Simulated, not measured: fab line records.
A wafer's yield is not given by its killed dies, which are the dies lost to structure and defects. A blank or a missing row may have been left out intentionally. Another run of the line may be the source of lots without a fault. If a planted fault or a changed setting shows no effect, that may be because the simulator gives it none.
What tool caused it?	flow nand_harc	11 lots, 33 wafers sampled, at 3 steps of a route of 1302

## WHAT THE GAUGES READ, wafer by wafer
NHARC_A_CHANNEL_HOLE_D2_CD_MEAS_10: target cd 100 nm.
lot	measured	on	cd_nm (nm)
L979	day 13 09:25	cd_sem-02	100.4 100.6 100.2
L980	day 14 04:52	cd_sem-02	100.5 100.3 100.6
L981	day 14 08:26	cd_sem-03	101.1 101.1 100.0
L983	day 15 10:18	cd_sem-02	99.4 100.1 99.8
L986	day 16 04:22	cd_sem-01	101.1 99.9 99.9
L987	day 16 13:13	cd_sem-01	100.1 99.3 100.1
L991	day 17 20:48	cd_sem-01	100.0 100.0 101.1
L990	day 17 22:08	cd_sem-03	100.2 99.9 100.7
L992	day 18 06:37	cd_sem-03	100.8 100.6 100.0
L995	day 20 03:07	cd_sem-01	91.1 100.3 91.2
L102	day 23 02:31	cd_sem-03	100.0 100.0 99.8

## TOOL THAT RAN EACH LOT (tool first, then ch and the chambers of the sampled wafers, then the start)
lot	NHARC_A_ONON_D2_DEP_33	NHARC_A_CHANNEL_HOLE_D2_PEB_08
L979	pecvd-04 ch 0,1, day 13 06:13	litho_track-01 ch 0, day 13 09:20
L980	pecvd-02 ch 0,2, day 13 16:31	litho_track-06 ch 0, day 14 04:47
L981	pecvd-02 ch 0,1,2, day 14 00:19	litho_track-01 ch 0, day 14 08:22
L983	pecvd-01 ch 0,1,2, day 15 05:59	litho_track-04 ch 0, day 15 10:13
L986	pecvd-01 ch 1,2, day 16 00:47	litho_track-06 ch 0, day 16 04:17
L987	pecvd-01 ch 1,2, day 16 07:45	litho_track-04 ch 0, day 16 13:08
L991	pecvd-01 ch 0,1,2, day 17 15:42	litho_track-04 ch 0, day 17 20:43
L990	pecvd-02 ch 1,2, day 17 15:55	litho_track-01 ch 0, day 17 22:03
L992	pecvd-04 ch 0,2, day 18 03:35	litho_track-06 ch 0, day 18 06:32
L995	pecvd-01 ch 1,2, day 19 19:51	litho_track-04 ch 0, day 20 03:02
L102	pecvd-01 ch 0,2, day 22 20:37	litho_track-01 ch 0, day 23 02:26
- NHARC_A_ONON_D2_DEP_33: deposits SiO2, target thk 200 nm.
- NHARC_A_CHANNEL_HOLE_D2_PEB_08: peb time 65 s.

## THE ANSWER, worked out from the rows above alone
Rule: the lots themselves supply what counts as usual. Put in order of their means at a reading, lots are off if they are a third of the lots or fewer, leave a main group of 4 or more, and stand apart from it by a gap of 3 or more times the standard deviation of the main group's means; of several such gaps the widest counts. A main group is skipped when, at the precision printed for the reading in the tables above, its means are all equal. A lot without any number at a reading at which 4 lots or more have one is off too. Where the step has rows for the other lots, those lots are counted as sound.
Off: L995, at NHARC_A_CHANNEL_HOLE_D2_CD_MEAS_10 (cd_nm). Main group: mean 100.3 nm, sd 0.3.
If a tool, at a process step before that reading, ran all the lots that are off and no sound lot after the first of them, it fits. Gauges at NHARC_A_CHANNEL_HOLE_D2_CD_MEAS_10: tried the same way as those tools. Undecided on this evidence; 2 tools fit (litho_track-04 at NHARC_A_CHANNEL_HOLE_D2_PEB_08, cd_sem-01 at NHARC_A_CHANNEL_HOLE_D2_CD_MEAS_10).

## WHAT THE SIMULATOR HAD PUT IN
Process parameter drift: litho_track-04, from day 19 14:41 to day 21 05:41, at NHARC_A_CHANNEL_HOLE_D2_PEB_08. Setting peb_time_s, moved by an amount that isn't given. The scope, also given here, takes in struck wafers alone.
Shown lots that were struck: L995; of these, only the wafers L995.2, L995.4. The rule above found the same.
